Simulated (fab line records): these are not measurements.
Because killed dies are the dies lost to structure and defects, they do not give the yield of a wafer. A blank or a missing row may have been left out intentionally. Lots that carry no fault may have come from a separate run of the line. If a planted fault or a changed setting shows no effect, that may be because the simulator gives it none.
fab line records ; flow nand_harc
[record] lots = 6; wafers = 18; last_day = 24
route steps=1159 shown P_M0@280 P_M1@285 END@1159
lots that met no fault: taken from a fault-free run of the same line
start_h: start of the lot's first displayed wafer, in hours after the record's first day ; wait_h: how many hours have passed since the lot's step before this one ; " identical to the entry in the row above ; L1.1+2: a row that stands for several wafers ; - no value, or no start given ; * or withheld: withheld ; < > ~ a bound
route shown NAME@n: names a module that has steps shown in the file, with the first one's number in the route ; usual: mean/standard deviation of fault-free wafers ; same: alike in all rows ; chamber/n: place in a boat ; sites: the reading at each site ; _std_site: the standard deviation of these ; _edge_site: inner sites' mean taken away from outer sites' mean ; radius_mm: for every site, how far away it sits from the centre of the wafer ; mask NAME#n: copy n ; behind: the tool/chamber that last shaped the wafer ; hold: what put the lot on hold/how long, in hours/how the hold closed ; device: the transistor (n, p or np) that didn't switch ; end of line: the route-end tests of the same wafers ; for a step that has no rows: nothing shown but its recipe ; killed: dies lost to structure and defects at the first sort, not the wafer's yield ; map: per-die view of a wafer (x killed, . not killed, _ where there is no die)
set.NAME: setting as actually run; set.NAME@STEP: the setting as run at that earlier step ; model.NAME: the simulator's own value behind a step, which no gauge read
a table for each step, a row for each wafer; lots at some steps of the route
services: the hour from which a tool's chamber was out of use, counted from the record's first day as start_h (under 0 if before that day), plus the number of hours and why
[[steps]]
[step NHARC_P_M0_SRD_25]
[step NHARC_P_M0_INSPECT_27]
[usual] raw_defect_count = 310/120
lot.wafer;tool;chamber;start_h;wait_h;raw_defect_count
L885.2;defect_inspect-02;-;128.48;0.0;223
L885.4;defect_inspect-02;-;128.48;0.0;198
L885.5;defect_inspect-02;-;128.48;0.0;157
L889.4;defect_inspect-02;-;150.83;0.0;453
L889.5;defect_inspect-02;-;150.83;0.0;827
L889.6;defect_inspect-02;-;150.83;0.0;712
L895.2;defect_inspect-02;-;192.89;0.0;205
L895.4;defect_inspect-02;-;192.89;0.0;209
L895.6;defect_inspect-02;-;192.89;0.0;240
L897.1;defect_inspect-02;-;202.70;0.0;246
L897.4;defect_inspect-02;-;202.70;0.0;307
L897.6;defect_inspect-02;-;202.70;0.0;346
L906.2;defect_inspect-02;-;247.65;0.0;440
L906.5;defect_inspect-02;-;247.65;0.0;272
L906.6;defect_inspect-02;-;247.65;0.0;297
L907.1;defect_inspect-01;-;252.65;0.0;300
L907.4;defect_inspect-01;-;252.65;0.0;222
L907.5;defect_inspect-01;-;252.65;0.0;167
[step NHARC_P_M0_PRE_CLEAN_31]
[recipe] time_s = 12; temp_c = 370; rf_power_w = 300; gas = NH3
[usual] heater_power_w = 674/69
lot.wafer;tool;chamber;start_h;wait_h;heater_power_w
L885.2;pecvd-03;2;128.57;0.1;760
L885.5;pecvd-03;1;128.57;0.1;608
L885.4;pecvd-03;2;128.57;0.1;752
L889.6;pecvd-02;1;150.93;0.1;605
L889.5;pecvd-02;2;150.93;0.1;763
L889.4;pecvd-02;0;150.93;0.1;732
L895.2;pecvd-04;2;193.29;0.4;577
L895.6;pecvd-04;0;193.29;0.4;684
L895.4;pecvd-04;1;193.29;0.4;658
L897.1;pecvd-02;1;203.54;0.8;676
L897.4;pecvd-02;1;203.54;0.8;668
L897.6;pecvd-02;0;203.54;0.8;750
L906.2;pecvd-04;1;247.74;0.1;652
L906.5;pecvd-04;0;247.74;0.1;626
L906.6;pecvd-04;1;247.74;0.1;658
L907.1;pecvd-03;1;252.72;0.1;630
L907.5;pecvd-03;2;252.72;0.1;701
L907.4;pecvd-03;0;252.72;0.1;539
[step NHARC_P_M0_DEP_32]
[recipe] target_thk_a = 300; temp_c = 370; target_thk_nm = 30; pressure_torr = 3; flow_sccm = 200; rf_w = 450; material = SiCN
[usual] heater_power_w = 626/72
lot.wafer;tool;chamber;start_h;wait_h;heater_power_w
L885.2;pecvd-03;2;128.72;0.1;721
L885.5;pecvd-03;1;128.72;0.1;623
L885.4;pecvd-03;2;128.72;0.1;750
L889.6;pecvd-02;1;151.10;0.2;576
L889.5;pecvd-02;2;151.10;0.2;730
L889.4;pecvd-02;0;151.10;0.2;656
L895.2;pecvd-04;2;193.43;0.1;557
L895.6;pecvd-04;0;193.43;0.1;580
L895.4;pecvd-04;1;193.43;0.1;625
L897.1;pecvd-02;1;203.62;0.1;583
L897.4;pecvd-02;1;203.62;0.1;597
L897.6;pecvd-02;0;203.62;0.1;704
L906.2;pecvd-04;1;247.88;0.1;694
L906.5;pecvd-04;0;247.88;0.1;587
L906.6;pecvd-04;1;247.88;0.1;706
L907.1;pecvd-03;1;252.80;0.1;622
L907.5;pecvd-03;2;252.80;0.1;680
L907.4;pecvd-03;0;252.80;0.1;449
[step NHARC_P_M1_DEP_00]
[recipe] target_thk_a = 1825; target_thk_nm = 182.5; temp_c = withheld; pressure_torr = 5; flow_sccm = 200; rf_w = 600; material = SiOC
[step NHARC_P_M1_DEHYDRATE_01]
[recipe] temp_c = 150; time_s = 120
[step NHARC_P_M1_HMDS_02]
[recipe] time_s = 30
[step NHARC_P_M1_COAT_34]
[recipe] temp_c = 200; time_s = 65
[step NHARC_P_M1_COAT_03]
[recipe] spin_rpm = 1500; resist_thk_nm = 90
[step NHARC_P_M1_SOFTBAKE_04]
[recipe] temp_c = 105; time_s = 55
[step NHARC_P_M1_EBR_05]
[step NHARC_P_M1_EXPOSE_06]
[recipe] na = 1.35; target_cd_nm = 130; dose_mj = 81.88; mask_id = P_M1
[usual] exposure_dose_mJ_cm2 = 81.83/0.08
lot.wafer;tool;chamber;start_h;wait_h;mask;exposure_dose_mJ_cm2
L885.2;arfi_scanner-03;0;129.62;-;P_M1#0;81.80
L885.4;arfi_scanner-03;0;129.62;-;P_M1#0;81.80
L885.5;arfi_scanner-03;0;129.62;-;P_M1#0;81.72
L889.4;arfi_scanner-02;0;152.07;-;P_M1#0;81.79
L889.5;arfi_scanner-02;0;152.07;-;P_M1#0;81.75
L889.6;arfi_scanner-02;0;152.07;-;P_M1#0;81.84
L895.2;arfi_scanner-02;0;194.45;-;P_M1#0;81.90
L895.4;arfi_scanner-02;0;194.45;-;P_M1#0;81.84
L895.6;arfi_scanner-02;0;194.45;-;P_M1#0;81.85
L897.1;arfi_scanner-02;0;204.73;-;P_M1#0;81.90
L897.4;arfi_scanner-02;0;204.73;-;P_M1#0;81.73
L897.6;arfi_scanner-02;0;204.73;-;P_M1#0;81.91
L906.2;arfi_scanner-01;0;248.91;-;P_M1#0;81.80
L906.5;arfi_scanner-01;0;248.91;-;P_M1#0;81.91
L906.6;arfi_scanner-01;0;248.91;-;P_M1#0;81.93
L907.1;arfi_scanner-02;0;253.76;-;P_M1#0;81.75
L907.4;arfi_scanner-02;0;253.76;-;P_M1#0;81.79
L907.5;arfi_scanner-02;0;253.76;-;P_M1#0;81.71
[step NHARC_P_M1_PEB_07]
[recipe] peb_temp_c = 100; peb_time_s = 65
[step NHARC_P_M1_DEVELOP_08]
[recipe] develop_time_s = 35; dev_temp_c = 23
[step NHARC_P_M1_CD_MEAS_09]
[recipe] target_cd_nm = 130; landing_energy_ev = 500
[usual] cd_nm = 129.8/0.48
lot.wafer;tool;chamber;start_h;wait_h;cd_nm
L885.2;cd_sem-01;0;129.75;-;129.6
L885.4;cd_sem-01;0;129.75;-;129.7
L885.5;cd_sem-01;0;129.75;-;129.4
L889.4;cd_sem-03;0;152.20;-;129.3
L889.5;cd_sem-03;0;152.20;-;129.4
L889.6;cd_sem-03;0;152.20;-;130.1
L895.2;cd_sem-01;0;194.60;-;129.8
L895.4;cd_sem-01;0;194.60;-;142.7
L895.6;cd_sem-01;0;194.60;-;130.4
L897.1;cd_sem-03;0;204.87;-;130.5
L897.4;cd_sem-03;0;204.87;-;142.8
L897.6;cd_sem-03;0;204.87;-;129.9
L906.2;cd_sem-02;0;249.04;-;129.4
L906.5;cd_sem-02;0;249.04;-;130.5
L906.6;cd_sem-02;0;249.04;-;129.0
L907.1;cd_sem-03;0;253.90;-;130.1
L907.4;cd_sem-03;0;253.90;-;129.6
L907.5;cd_sem-03;0;253.90;-;129.8
[step NHARC_P_M1_OVL_MEAS_10]
[recipe] pitch_nm = 260
[usual] overlay_x_nm = 0.2/0.84; overlay_y_nm = 0.2/0.87
lot.wafer;tool;chamber;start_h;wait_h;overlay_x_nm;overlay_y_nm
L885.2;overlay-02;-;129.84;-;1.9;1.3
L885.4;overlay-02;-;129.84;-;1.5;0.7
L885.5;overlay-02;-;129.84;-;0.7;1.0
L889.4;overlay-02;-;152.29;-;0.8;-1.1
L889.5;overlay-02;-;152.29;-;0.8;-0.9
L889.6;overlay-02;-;152.29;-;0.6;-0.8
L895.2;overlay-01;-;194.68;-;-0.7;-0.8
L895.4;overlay-01;-;194.68;-;-0.5;-1.6
L895.6;overlay-01;-;194.68;-;-0.5;-0.9
L897.1;overlay-01;-;204.96;-;0.4;0.7
L897.4;overlay-01;-;204.96;-;1.1;0.3
L897.6;overlay-01;-;204.96;-;1.0;0.7
L906.2;overlay-02;-;249.13;-;-0.3;-0.3
L906.5;overlay-02;-;249.13;-;-0.3;-0.3
L906.6;overlay-02;-;249.13;-;-0.2;-0.3
L907.1;overlay-02;-;253.99;-;0.7;-1.0
L907.4;overlay-02;-;253.99;-;0.6;-0.7
L907.5;overlay-02;-;253.99;-;0.5;-0.8
[step NHARC_P_M1_INSPECT_11]
[usual] raw_defect_count = 3.7/2
lot.wafer;tool;chamber;start_h;wait_h;raw_defect_count
L885.2;defect_inspect-02;-;129.88;0.0;1
L885.4;defect_inspect-02;-;129.88;0.0;5
L885.5;defect_inspect-02;-;129.88;0.0;8
L889.4;defect_inspect-02;-;152.32;0.0;5
L889.5;defect_inspect-02;-;152.32;0.0;5
L889.6;defect_inspect-02;-;152.32;0.0;6
L895.2;defect_inspect-01;-;194.72;0.0;2
L895.4;defect_inspect-01;-;194.72;0.0;2
L895.6;defect_inspect-01;-;194.72;0.0;3
L897.1;defect_inspect-01;-;204.99;0.0;6
L897.4;defect_inspect-01;-;204.99;0.0;4
L897.6;defect_inspect-01;-;204.99;0.0;6
L906.2;defect_inspect-01;-;249.17;0.0;2
L906.5;defect_inspect-01;-;249.17;0.0;1
L906.6;defect_inspect-01;-;249.17;0.0;3
L907.1;defect_inspect-01;-;254.03;0.0;1
L907.4;defect_inspect-01;-;254.03;0.0;3
L907.5;defect_inspect-01;-;254.03;0.0;5
[step NHARC_P_M1_DESCUM_14]
[recipe] time_s = 3; o2_flow_sccm = 200; ar_flow_sccm = 0; bias_power_w = 0; chemistry = O2
[usual] drypump_motor_current_A = 5.6/0.45; oes_product_au = 1.003/0.0079; rf_vpp_V = 57.8/0.9; showerhead_plenum_p_Torr = 1.91/0.052; throttle_valve_pct = 11.312/0.0091
lot.wafer;tool;chamber;start_h;wait_h;drypump_motor_current_A;oes_product_au;rf_hours_counter_h;rf_vpp_V;showerhead_plenum_p_Torr;throttle_valve_pct;model.P_M1.cd_nm
L885.2;rie_diel-03;0;129.94;0.1;4.9;1.008;6;58.9;1.95;11.334;129.3
L885.4;rie_diel-03;3;129.94;0.1;5.4;1.004;6;55.8;1.93;11.313;129.6
L885.5;rie_diel-03;1;129.94;0.1;5.9;1.013;-;57.6;1.88;11.296;129.5
L889.4;rie_diel-03;3;152.41;0.1;5.5;1.007;7;57.3;1.93;11.310;128.8
L889.5;rie_diel-03;0;152.41;0.1;4.9;1.008;-;58.5;1.95;11.312;129.3
L889.6;rie_diel-03;1;152.41;0.1;5.9;1.005;-;58.7;1.88;11.297;130
L895.4;rie_diel-03;1;194.78;0.1;5.9;1.010;9;57.7;1.88;11.320;143.2
L895.2;rie_diel-03;2;194.78;0.1;5.0;1.000;8;57.0;1.93;11.300;129.7
L895.6;rie_diel-03;1;194.78;0.1;5.9;1.007;-;57.8;1.88;11.316;130.8
L897.1;rie_diel-07;1;205.06;0.1;5.6;0.988;11;58.8;1.91;11.304;129.8
L897.4;rie_diel-07;3;205.06;0.1;6.7;1.003;11;55.9;1.85;11.311;142.8
L897.6;rie_diel-07;1;205.06;0.1;5.7;0.997;-;57.6;1.91;11.300;129.6
L906.2;rie_diel-03;1;249.25;0.1;5.9;0.993;2;57.7;1.88;11.319;129.6
L906.5;rie_diel-03;2;249.25;0.1;5.0;1.001;-;57.5;1.93;11.299;129.9
L906.6;rie_diel-03;3;249.25;0.1;5.5;1.004;-;57.5;1.92;11.313;129
L907.4;rie_diel-03;1;254.09;0.1;5.9;0.983;2;57.2;1.88;11.316;130.4
L907.1;rie_diel-03;2;254.09;0.1;5.0;0.984;2;58.8;1.93;11.311;129.8
L907.5;rie_diel-03;2;254.09;0.1;5.0;0.994;-;57.5;1.93;11.299;129.4
[step NHARC_P_M1_ETCH_35]
[recipe] target_depth_a = 400; overetch_a = 120; time_s = 43.94; ion_energy_ev = 200; n2_flow_sccm = 150; h2_flow_sccm = 150; ar_flow_sccm = 0; rf_w = 400; bias_w = 150; chemistry = N2/H2
[usual] drypump_motor_current_A = 5.6/0.45; n2_flow_sccm = 150.1/0.48; oes_product_au = 1.002/0.007; rf_vpp_V = 430.4/1.8; showerhead_plenum_p_Torr = 2.04/0.056; throttle_valve_pct = 14.171/0.0094
lot.wafer;tool;chamber;start_h;wait_h;drypump_motor_current_A;n2_flow_sccm;oes_product_au;rf_hours_counter_h;rf_vpp_V;showerhead_plenum_p_Torr;throttle_valve_pct
L885.2;rie_diel-03;0;130.03;0.1;4.9;150.4;0.999;6;431.7;2.08;14.153
L885.4;rie_diel-03;2;130.03;0.1;5.0;149.7;0.997;6;430.2;2.05;14.178
L885.5;rie_diel-03;3;130.03;0.1;5.5;149.2;1.009;-;430.9;2.05;14.183
L889.4;rie_diel-03;2;152.47;0.1;5.0;150.7;1.003;7;430.4;2.05;14.172
L889.5;rie_diel-03;2;152.47;0.1;5.0;150.3;0.998;-;431.2;2.05;14.184
L889.6;rie_diel-03;3;152.47;0.1;5.5;149.7;1.008;-;431.6;2.05;14.156
L895.2;rie_diel-03;2;194.88;0.1;5.0;149.7;0.993;8;430.2;2.05;14.164
L895.4;rie_diel-03;3;194.88;0.1;5.5;149.7;1.000;8;431.9;2.05;14.185
L895.6;rie_diel-03;0;194.88;0.1;4.9;149.9;1.004;-;430.9;2.08;14.162
L897.1;rie_diel-07;2;205.15;0.1;5.2;150.2;1.000;11;431.2;2.04;14.176
L897.4;rie_diel-07;3;205.15;0.1;6.7;150.8;0.998;11;429.8;1.97;14.163
L897.6;rie_diel-07;1;205.15;0.1;5.7;149.9;0.985;-;430.7;2.03;14.181
L906.2;rie_diel-03;1;249.33;0.1;5.9;149.5;0.993;2;428.2;2.01;14.171
L906.5;rie_diel-03;2;249.33;0.1;5.0;149.7;1.002;-;430.0;2.05;14.161
L906.6;rie_diel-03;3;249.33;0.1;5.5;149.6;1.018;-;432.2;2.05;14.177
L907.4;rie_diel-03;1;254.17;0.1;5.9;150.0;0.992;2;428.9;2.00;14.165
L907.1;rie_diel-03;0;254.17;0.1;4.9;150.0;1.002;2;429.6;2.08;14.176
L907.5;rie_diel-03;1;254.17;0.1;5.9;149.6;0.996;-;428.2;2.01;14.163
[step NHARC_P_M1_ETCH_15]
[recipe] target_depth_a = 1825; time_s = 91.2; c4f8_flow_sccm = withheld; ar_flow_sccm = 400; rf_w = 600; bias_w = 300; chemistry = C4F8/Ar
[usual] oes_product_au = 0.957/0.023; rf_vpp_V = 440.8/1.8
lot.wafer;tool;chamber;start_h;wait_h;oes_product_au;rf_hours_counter_h;rf_vpp_V
L885.2;rie_diel-03;0;-;-;0.959;6;441.2
L885.4;rie_diel-03;1;-;-;0.959;6;439.5
L885.5;rie_diel-03;3;-;-;0.981;-;441.0
L889.4;rie_diel-03;3;-;-;0.929;7;439.7
L889.5;rie_diel-03;2;-;-;0.920;-;443.1
L889.6;rie_diel-03;3;-;-;0.949;-;441.1
L895.2;rie_diel-03;1;-;-;0.937;9;440.3
L895.4;rie_diel-03;2;-;-;0.927;8;440.9
L895.6;rie_diel-03;0;-;-;0.924;-;441.4
L897.1;rie_diel-07;0;-;-;0.973;10;439.0
L897.4;rie_diel-07;2;-;-;0.956;11;440.5
L897.6;rie_diel-07;1;-;-;0.962;-;441.6
L906.2;rie_diel-03;0;-;-;0.921;2;443.4
L906.5;rie_diel-03;1;-;-;0.915;-;440.3
L906.6;rie_diel-03;2;-;-;0.918;-;440.3
L907.4;rie_diel-03;3;-;-;0.981;2;440.7
L907.1;rie_diel-03;0;-;-;0.967;2;440.7
L907.5;rie_diel-03;1;-;-;0.957;-;439.8
[step NHARC_P_M1_CD_MEAS_16]
[usual] cd_nm = 129.8/0.63
lot.wafer;tool;chamber;start_h;wait_h;cd_nm
L885.2;cd_sem-03;-;130.24;-;128.9
L885.4;cd_sem-03;-;130.24;-;129.7
L885.5;cd_sem-03;-;130.24;-;129.4
L889.4;cd_sem-03;-;152.69;-;128.6
L889.5;cd_sem-03;-;152.69;-;129.1
L889.6;cd_sem-03;-;152.69;-;129.3
L895.2;cd_sem-03;-;195.08;-;129.6
L895.4;cd_sem-03;-;195.08;-;142.9
L895.6;cd_sem-03;-;195.08;-;130.1
L897.1;cd_sem-03;-;205.36;-;130.3
L897.4;cd_sem-03;-;205.36;-;143.0
L897.6;cd_sem-03;-;205.36;-;129.6
L906.2;cd_sem-01;-;249.54;-;128.8
L906.5;cd_sem-01;-;249.54;-;129.5
L906.6;cd_sem-01;-;249.54;-;128.7
L907.1;cd_sem-02;-;254.39;-;129.6
L907.4;cd_sem-02;-;254.39;-;130.4
L907.5;cd_sem-02;-;254.39;-;129.2
[step NHARC_P_M1_STRIP_18]
[recipe] power_w = 1000; n2_flow_sccm = 150; h2_flow_sccm = 150; ar_flow_sccm = 0; bias_w = 0; chemistry = N2/H2
[usual] drypump_motor_current_A = 5.7/0.45; n2_flow_sccm = 150.0/0.44; oes_product_au = 1.002/0.008; rf_vpp_V = 90.7/0.8; showerhead_plenum_p_Torr = 2.03/0.058; throttle_valve_pct = 14.170/0.0096
lot.wafer;tool;chamber;start_h;wait_h;drypump_motor_current_A;n2_flow_sccm;oes_product_au;rf_hours_counter_h;rf_vpp_V;showerhead_plenum_p_Torr;throttle_valve_pct
L885.4;rie_diel-07;3;130.31;0.1;6.7;149.9;0.997;6;90.7;1.97;14.162
L885.2;rie_diel-07;0;130.31;0.1;5.8;150.2;1.012;5;90.2;1.98;14.158
L885.5;rie_diel-07;0;130.31;0.1;5.8;150.0;1.006;-;91.0;1.98;14.160
L889.4;rie_diel-07;1;152.86;0.2;5.7;150.2;1.004;-;90.8;2.03;14.179
L889.5;rie_diel-07;2;152.86;0.2;5.2;149.8;1.003;-;91.4;2.04;14.180
L889.6;rie_diel-07;0;152.86;0.2;5.8;150.5;1.007;-;89.4;1.98;14.175
L895.4;rie_diel-07;2;195.21;0.1;5.2;150.0;0.992;10;90.5;2.04;14.168
L895.2;rie_diel-07;3;195.21;0.1;6.7;150.7;0.976;10;91.1;1.97;14.183
L895.6;rie_diel-07;0;195.21;0.1;5.8;150.8;0.985;-;90.9;1.98;14.179
L897.4;rie_diel-07;2;205.46;0.1;5.2;149.7;1.015;11;89.0;2.04;14.166
L897.1;rie_diel-07;0;205.46;0.1;5.8;149.0;1.002;10;90.8;1.98;14.162
L897.6;rie_diel-07;2;205.46;0.1;5.2;150.2;1.005;-;89.7;2.04;14.174
L906.2;rie_diel-03;1;249.66;0.1;5.9;149.5;0.996;2;91.2;2.01;14.156
L906.6;rie_diel-03;3;249.66;0.1;5.4;150.1;1.004;-;91.8;2.05;14.171
L906.5;rie_diel-03;0;249.66;0.1;4.9;150.2;0.984;-;91.6;2.08;14.171
L907.1;rie_diel-01;3;254.47;0.1;6.1;150.3;0.994;2;91.5;1.92;14.176
L907.5;rie_diel-01;0;254.47;0.1;5.8;149.2;1.006;-;89.8;2.03;14.180
L907.4;rie_diel-01;2;254.47;0.1;5.9;150.0;1.007;-;91.6;2.12;14.171
[step NHARC_P_M1_ETCH_28]
[recipe] target_depth_a = 300; over_etch_frac = 0.3; time_s = 72.99; ion_energy_ev = 150; cf4_flow_sccm = 50; n2_flow_sccm = 100; ar_flow_sccm = 150; rf_w = 300; bias_w = 100; chemistry = CF4/N2
[usual] drypump_motor_current_A = 5.7/0.44; n2_flow_sccm = 99.96/0.29; oes_product_au = 1.002/0.0071; rf_vpp_V = 314.0/1.4; showerhead_plenum_p_Torr = 2.61/0.067; throttle_valve_pct = 19.795/0.009
lot.wafer;tool;chamber;start_h;wait_h;drypump_motor_current_A;n2_flow_sccm;oes_product_au;rf_hours_counter_h;rf_vpp_V;showerhead_plenum_p_Torr;throttle_valve_pct;model.P_M1.cd_nm
L885.2;rie_diel-07;0;-;-;5.9;100.14;1.011;5;313.7;2.55;19.800;129.5
L885.4;rie_diel-07;3;-;-;6.7;99.90;0.996;6;312.2;2.54;19.797;129.8
L885.5;rie_diel-07;0;-;-;5.8;99.91;0.996;-;312.0;2.55;19.804;130
L889.6;rie_diel-07;0;-;-;5.8;100.51;1.001;-;313.2;2.55;19.802;129.5
L889.4;rie_diel-07;1;-;-;5.7;100.12;1.003;-;315.6;2.62;19.802;128.9
L889.5;rie_diel-07;2;-;-;5.2;100.13;1.003;-;313.1;2.63;19.791;129
L895.2;rie_diel-07;3;-;-;6.7;100.38;1.001;10;313.3;2.54;19.795;129.2
L895.4;rie_diel-07;0;-;-;5.8;100.38;0.996;9;313.8;2.55;19.790;142.7
L895.6;rie_diel-07;1;-;-;5.7;100.18;1.001;-;314.6;2.62;19.799;130.3
L897.4;rie_diel-07;0;-;-;5.8;100.01;0.992;10;312.2;2.55;19.819;142.3
L897.1;rie_diel-07;1;-;-;5.7;100.22;0.994;11;313.1;2.62;19.791;130
L897.6;rie_diel-07;1;-;-;5.6;100.13;1.002;-;312.5;2.62;19.790;129.4
L906.2;rie_diel-03;1;-;-;5.9;100.46;0.995;2;313.0;2.59;19.792;129.3
L906.6;rie_diel-03;1;-;-;5.9;100.64;0.995;-;313.0;2.58;19.803;128.8
L906.5;rie_diel-03;2;-;-;5.0;99.67;0.998;-;314.6;2.64;19.793;129.4
L907.1;rie_diel-01;2;-;-;5.8;99.57;1.005;3;315.8;2.72;19.785;130.4
L907.5;rie_diel-01;3;-;-;6.1;99.98;0.999;-;312.1;2.48;19.791;129.7
L907.4;rie_diel-01;2;-;-;5.8;100.19;1.004;-;315.7;2.72;19.800;131
[step NHARC_P_M1_STRIP_19]
[recipe] time_s = 600; temp_c = 30; chemistry = post_etch_residue_remover
[step NHARC_END_SORT_01]
[recipe] temp_c = 25
[usual] defect_limited_yield = 95.1/1.6; killed_at_array = 29/11; killed_at_other = 0.6/0.92; killed_at_periphery = 3.2/2; killed_dies = 33/11; killed_open = 3.2/2; killed_short = 1.9/1.5; sort_bin_2_pct = 1.6/0.67; sort_bin_3_pct = 0.26/0.22; sort_bin_4_pct = 3.1/1.1; sort_n_pass = 644/11; sort_rim_yield_pct = 96.3/2.5; sort_yield_pct = 95.1/1.6
[same] gross_dies = 677; sort_bin_5_pct[%] = 0; sort_bin_6_pct[%] = 0; sort_bin_7_pct[%] = 0; sort_bin_8_pct[%] = 0; sort_rim_n_gross = 106.00
lot.wafer;tool;chamber;start_h;wait_h;defect_limited_yield[%];killed_at_array;killed_at_other;killed_at_periphery;killed_dies;killed_open;killed_short;sort_bin_2_pct[%];sort_bin_3_pct[%];sort_bin_4_pct[%];sort_n_pass;sort_rim_yield_pct[%];sort_yield_pct[%]
L907.1;prober-02;0;578.40;2.5;93.1;42;0;5;47;4;1;2.2;0.30;4.4;630;91.5;93.1
L907.4;prober-02;0;580.78;3.4;92.8;44;0;5;49;1;1;1.5;0.89;4.9;628;99.1;92.8
L907.5;prober-02;0;581.57;3.7;93.5;37;0;7;44;3;0;2.2;0.30;4.0;633;89.6;93.5
L906.2;prober-01;0;580.15;2.8;95.4;28;0;3;31;5;4;1.5;0.15;3.0;646;99.1;95.4
L906.5;prober-01;0;582.54;3.7;94.7;33;1;2;36;6;1;2.5;0.30;2.5;641;98.1;94.7
L906.6;prober-01;0;583.33;4.0;95.4;31;0;0;31;1;5;1.3;0.15;3.1;646;94.3;95.4
// killed by level:class
L907.1 A_SLIT:chamber_film_flake=17 A_CHANNEL_HOLE_D1:chamber_film_flake=7 A_CONTACT:chamber_film_flake=6 A_BLC:chamber_film_flake=6 P_M2:chamber_film_flake=3 A_STAIRCASE:chamber_film_flake=2 P_M2:geometric_particle:short=1 A_CHANNEL_FILL_D1:geometric_particle:open=1
L906.2 A_SLIT:chamber_film_flake=12 A_CONTACT:chamber_film_flake=4 A_CHANNEL_HOLE_D1:chamber_film_flake=3 P_M0:geometric_particle:open=2 A_ONON_D1:geometric_particle:short=2 A_CHANNEL_FILL_D1:geometric_particle:open=1 A_STAIRCASE:geometric_particle:short=1 A_WL_FILL:geometric_particle:short=1
L907.4 A_SLIT:chamber_film_flake=14 A_CONTACT:chamber_film_flake=12 A_CHANNEL_HOLE_D1:chamber_film_flake=7 A_STAIRCASE:chamber_film_flake=5 A_BLC:chamber_film_flake=3 P_GATE:chamber_film_flake=2 P_M2:chamber_film_flake=2 A_CHANNEL_FILL_D1:geometric_particle:open=1
L907.5 A_CONTACT:chamber_film_flake=11 A_SLIT:chamber_film_flake=9 A_BLC:chamber_film_flake=6 P_M2:chamber_film_flake=4 P_GATE:chamber_film_flake=3 A_CHANNEL_HOLE_D1:chamber_film_flake=3 A_WL_FILL:chamber_film_flake=3 A_M0:geometric_particle:open=2
L906.5 A_CHANNEL_HOLE_D1:chamber_film_flake=13 A_SLIT:chamber_film_flake=11 A_BLC:geometric_particle:open=3 A_CONTACT:chamber_film_flake=3 P_M0:geometric_particle:open=1 A_SGD_CUT:geometric_particle:open=1 A_M0:geometric_particle:open=1 A_M0:geometric_particle:short=1
L906.6 A_SLIT:chamber_film_flake=15 A_CHANNEL_HOLE_D1:chamber_film_flake=3 A_CHANNEL_FILL_D1:geometric_particle:short=2 A_WL_FILL:geometric_particle:short=2 A_STAIRCASE:chamber_film_flake=2 A_WL_FILL:chamber_film_flake=2 A_CONTACT:chamber_film_flake=2 A_ONON_D1:geometric_particle:short=1
[[services]]
tool;chamber;start_h;hours;kind
rie_diel-07;0;105.43;8.5;repair
arfi_scanner-02;-;106.83;4.0;repair
pecvd-03;-;111.36;13.0;pm
rie_diel-01;-;137.80;9.0;pm
arfi_scanner-03;-;140.00;4.0;pm
rie_diel-07;3;149.70;3.9;repair
pecvd-02;-;153.32;13.0;pm
rie_diel-03;2;159.46;1.2;repair
rie_diel-01;0;168.57;15.0;repair
rie_diel-07;1;170.41;8.4;repair
pecvd-03;0;171.37;27.8;repair
rie_diel-01;3;176.85;10.7;repair
pecvd-03;-;177.00;0.7;repair
pecvd-04;-;195.48;13.0;pm
rie_diel-07;-;200.32;0.7;repair
arfi_scanner-02;-;201.33;1.2;repair
pecvd-02;-;206.71;0.5;repair
rie_diel-03;-;215.30;9.0;pm
arfi_scanner-02;-;222.73;15.5;repair
rie_diel-01;1;224.68;7.4;repair
rie_diel-07;-;228.20;9.0;pm
rie_diel-01;-;236.25;0.5;repair
rie_diel-03;0;236.58;8.6;repair
rie_diel-01;1;253.37;2.5;repair
[[key]]
[first_sign] step = NHARC_P_M1_CD_MEAS_09; reading = cd_nm; direction = up; sigmas = 27; usual = 129.8; struck = 142.7
[effect] step = NHARC_P_M1_CD_MEAS_16; reading = cd_nm; direction = up; sigmas = 21; usual = 129.8; struck = 142.9
[model_effect] step = NHARC_P_M1_DESCUM_14; value = P_M1.cd_nm; without = 130.1; struck = 143
[model_effect] step = NHARC_P_M1_ETCH_28; value = P_M1.cd_nm; without = 129.6; struck = 142.5
met_at NHARC_P_M1_EXPOSE_06
struck_wafers L895.4,L897.4
onset_between 152.07 194.45
[fault] kind = process_parameter_drift; tool = arfi_scanner-02; chamber = -; onset_h = 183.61; steps = NHARC_P_M1_EXPOSE_06; channel = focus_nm; offset = 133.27; shape = step; end_h = 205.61; scope = struck_wafers_only
